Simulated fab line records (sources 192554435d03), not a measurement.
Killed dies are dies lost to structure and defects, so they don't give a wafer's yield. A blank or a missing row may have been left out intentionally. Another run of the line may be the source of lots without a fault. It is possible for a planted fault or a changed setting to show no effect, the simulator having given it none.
Chamber matching / flow n5 finfet / N5_BEOL_M0_CMP_120 on cmp-04 has 4 sister chambers
The step polishes, stops on SiOC, t overpolish 6.9 s. 22 wafers are shown with their chamber, then 10 later ones without.

== WAFERS, EACH WITH ITS CHAMBER ==
wafer=L075.1; chamber=0; motor current A (A)=5.2; time to endpoint s (s)=61; barrier field endpoint s (s)=3.70
wafer=L075.2; chamber=1; motor current A (A)=5.3; time to endpoint s (s)=58; barrier field endpoint s (s)=3.53
wafer=L075.6; chamber=3; motor current A (A)=6.8; time to endpoint s (s)=70; barrier field endpoint s (s)=3.90
wafer=L077.2; chamber=3; motor current A (A)=6.3; time to endpoint s (s)=68; barrier field endpoint s (s)=4.13
wafer=L077.3; chamber=2; motor current A (A)=4.6; time to endpoint s (s)=64; barrier field endpoint s (s)=3.91
wafer=L079.3; chamber=3; motor current A (A)=6.5; time to endpoint s (s)=64; barrier field endpoint s (s)=3.75
wafer=L079.4; chamber=0; motor current A (A)=4.8; time to endpoint s (s)=56; barrier field endpoint s (s)=3.62
wafer=L079.6; chamber=0; motor current A (A)=5.1; time to endpoint s (s)=58; barrier field endpoint s (s)=3.69
wafer=L084.1; chamber=3; motor current A (A)=6.5; time to endpoint s (s)=65; barrier field endpoint s (s)=3.67
wafer=L084.3; chamber=0; motor current A (A)=5.1; time to endpoint s (s)=59; barrier field endpoint s (s)=3.58
wafer=L084.6; chamber=0; motor current A (A)=5.0; time to endpoint s (s)=57; barrier field endpoint s (s)=3.60
wafer=L086.1; chamber=1; motor current A (A)=5.5; time to endpoint s (s)=58; barrier field endpoint s (s)=3.56
wafer=L086.4; chamber=0; motor current A (A)=5.3; time to endpoint s (s)=57; barrier field endpoint s (s)=3.63
wafer=L086.5; chamber=1; motor current A (A)=5.4; time to endpoint s (s)=58; barrier field endpoint s (s)=3.57
wafer=L087.2; chamber=2; motor current A (A)=4.7; time to endpoint s (s)=59; barrier field endpoint s (s)=3.70
wafer=L087.5; chamber=1; motor current A (A)=5.5; time to endpoint s (s)=56; barrier field endpoint s (s)=3.68
wafer=L087.6; chamber=2; motor current A (A)=4.6; time to endpoint s (s)=59; barrier field endpoint s (s)=3.63
wafer=L090.2; chamber=2; motor current A (A)=4.7; time to endpoint s (s)=61; barrier field endpoint s (s)=3.77
wafer=L090.4; chamber=0; motor current A (A)=4.9; time to endpoint s (s)=60; barrier field endpoint s (s)=3.60
wafer=L090.6; chamber=2; motor current A (A)=5.0; time to endpoint s (s)=62; barrier field endpoint s (s)=3.68
wafer=L093.1; chamber=1; motor current A (A)=5.2; time to endpoint s (s)=59; barrier field endpoint s (s)=3.60
wafer=L093.2; chamber=2; motor current A (A)=4.8; time to endpoint s (s)=62; barrier field endpoint s (s)=3.57

SIGNATURES, as means of the wafers listed above
reading=motor current A; chamber 0=5.057; chamber 1=5.380; chamber 2=4.733; chamber 3=6.525; scatter within a chamber=0.164
reading=time to endpoint s; chamber 0=58.29; chamber 1=57.80; chamber 2=61.17; chamber 3=66.75; scatter within a chamber=1.91
reading=barrier field endpoint s; chamber 0=3.6314; chamber 1=3.5880; chamber 2=3.7100; chamber 3=3.8625; scatter within a chamber=0.11
Rule: a wafer lies at a distance from a chamber equal to the root of the sum of squares, over the readings, of (its reading less the chamber's mean, divided by the reading's scatter). If the next closest chamber is less than 2 further off than the closest, the wafer can't be placed; otherwise it belongs to the closest. The scatter: take each reading less its chamber's mean, square it, sum over the shown wafers, divide by the number of wafers less the number of chambers, and take the root.

== WAFERS WITHOUT THEIR CHAMBER ==
wafer=L093.5; motor current A (A)=5.5; time to endpoint s (s)=60; barrier field endpoint s (s)=3.61
wafer=L095.1; motor current A (A)=5.0; time to endpoint s (s)=60; barrier field endpoint s (s)=3.56
wafer=L095.3; motor current A (A)=6.7; time to endpoint s (s)=64; barrier field endpoint s (s)=3.79
wafer=L095.5; motor current A (A)=5.3; time to endpoint s (s)=56; barrier field endpoint s (s)=3.51
wafer=L096.1; motor current A (A)=5.1; time to endpoint s (s)=59; barrier field endpoint s (s)=3.51
wafer=L096.2; motor current A (A)=4.9; time to endpoint s (s)=59; barrier field endpoint s (s)=3.43
wafer=L096.3; motor current A (A)=6.8; time to endpoint s (s)=64; barrier field endpoint s (s)=3.59
wafer=L097.2; motor current A (A)=5.4; time to endpoint s (s)=58; barrier field endpoint s (s)=3.63
wafer=L097.4; motor current A (A)=4.7; time to endpoint s (s)=61; barrier field endpoint s (s)=3.73
wafer=L097.6; motor current A (A)=5.1; time to endpoint s (s)=57; barrier field endpoint s (s)=3.66

== CHAMBER TAKEN BY EACH ==
wafer=L093.5; from the rows above=can't be placed: 1 or 0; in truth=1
wafer=L095.1; from the rows above=can't be placed: 0 or 2 or 1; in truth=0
wafer=L095.3; from the rows above=3; in truth=3
wafer=L095.5; from the rows above=can't be placed: 1 or 0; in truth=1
wafer=L096.1; from the rows above=can't be placed: 0 or 1 or 2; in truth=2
wafer=L096.2; from the rows above=can't be placed: 0 or 2 or 1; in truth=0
wafer=L096.3; from the rows above=3; in truth=3
wafer=L097.2; from the rows above=can't be placed: 1 or 0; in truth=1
wafer=L097.4; from the rows above=2; in truth=2
wafer=L097.6; from the rows above=can't be placed: 0 or 1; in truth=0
Correctly placed: 3 of 10. Not placeable from these rows: 7 (in 7, the candidates include the true chamber). Placed wrongly: 0.
